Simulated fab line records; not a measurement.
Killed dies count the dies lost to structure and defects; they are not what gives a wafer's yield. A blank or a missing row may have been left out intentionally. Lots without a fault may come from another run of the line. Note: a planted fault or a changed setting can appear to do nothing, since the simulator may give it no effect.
Chamber matching / flow nand-harc / NHARC_A_STAIRCASE_ALD_420 on ald-hk-04 has 4 sister chambers
The step deposits SiO2, target thk 20 nm, pulse time 6 s, ald cycles 200. 8 wafers are shown with their chamber, then 8 later ones without.

## EACH WAFER AND ITS CHAMBER
wafer=L081.2; chamber=2; heater-power-w (W)=401; heater-power-outer-w (W)=239
wafer=L081.5; chamber=0; heater-power-w (W)=400; heater-power-outer-w (W)=255
wafer=L084.1; chamber=0; heater-power-w (W)=400; heater-power-outer-w (W)=249
wafer=L084.3; chamber=3; heater-power-w (W)=396; heater-power-outer-w (W)=222
wafer=L090.1; chamber=2; heater-power-w (W)=409; heater-power-outer-w (W)=238
wafer=L090.2; chamber=3; heater-power-w (W)=393; heater-power-outer-w (W)=223
wafer=L090.3; chamber=1; heater-power-w (W)=533; heater-power-outer-w (W)=271
wafer=L092.1; chamber=1; heater-power-w (W)=535; heater-power-outer-w (W)=278

## WAFERS WITH NO CHAMBER GIVEN
wafer=L092.3; heater-power-w (W)=401; heater-power-outer-w (W)=233
wafer=L092.5; heater-power-w (W)=394; heater-power-outer-w (W)=247
wafer=L095.1; heater-power-w (W)=410; heater-power-outer-w (W)=248
wafer=L095.4; heater-power-w (W)=388; heater-power-outer-w (W)=224
wafer=L095.5; heater-power-w (W)=397; heater-power-outer-w (W)=252
wafer=L097.1; heater-power-w (W)=504; heater-power-outer-w (W)=272
wafer=L097.3; heater-power-w (W)=418; heater-power-outer-w (W)=254
wafer=L097.4; heater-power-w (W)=362; heater-power-outer-w (W)=208

## THE CHAMBER EACH PASSED THROUGH
wafer=L092.3; from the rows above=can't be placed: 2 or 3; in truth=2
wafer=L092.5; from the rows above=can't be placed: 0 or 2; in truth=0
wafer=L095.1; from the rows above=can't be placed: 2 or 0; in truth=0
wafer=L095.4; from the rows above=3; in truth=3
wafer=L095.5; from the rows above=0; in truth=0
wafer=L097.1; from the rows above=1; in truth=1
wafer=L097.3; from the rows above=can't be placed: 0 or 2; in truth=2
wafer=L097.4; from the rows above=3; in truth=3
Placed correctly: 4 of 8. Not placeable from these rows: 4 (in 4, the candidates include the true chamber). Wrongly placed: 0.
How it was worked out, from the rows above alone: a wafer's distance from a chamber is the root of the sum, over the readings, of the square of ((its reading less the chamber's mean) divided by the reading's scatter). If the next closest chamber is less than 2 further off than the closest, the wafer can't be placed; otherwise it belongs to the closest. Each chamber's mean is taken over the wafers shown for it. The scatter: take each reading less its chamber's mean, square it, sum over the shown wafers, divide by the number of wafers less the number of chambers, and take the root.
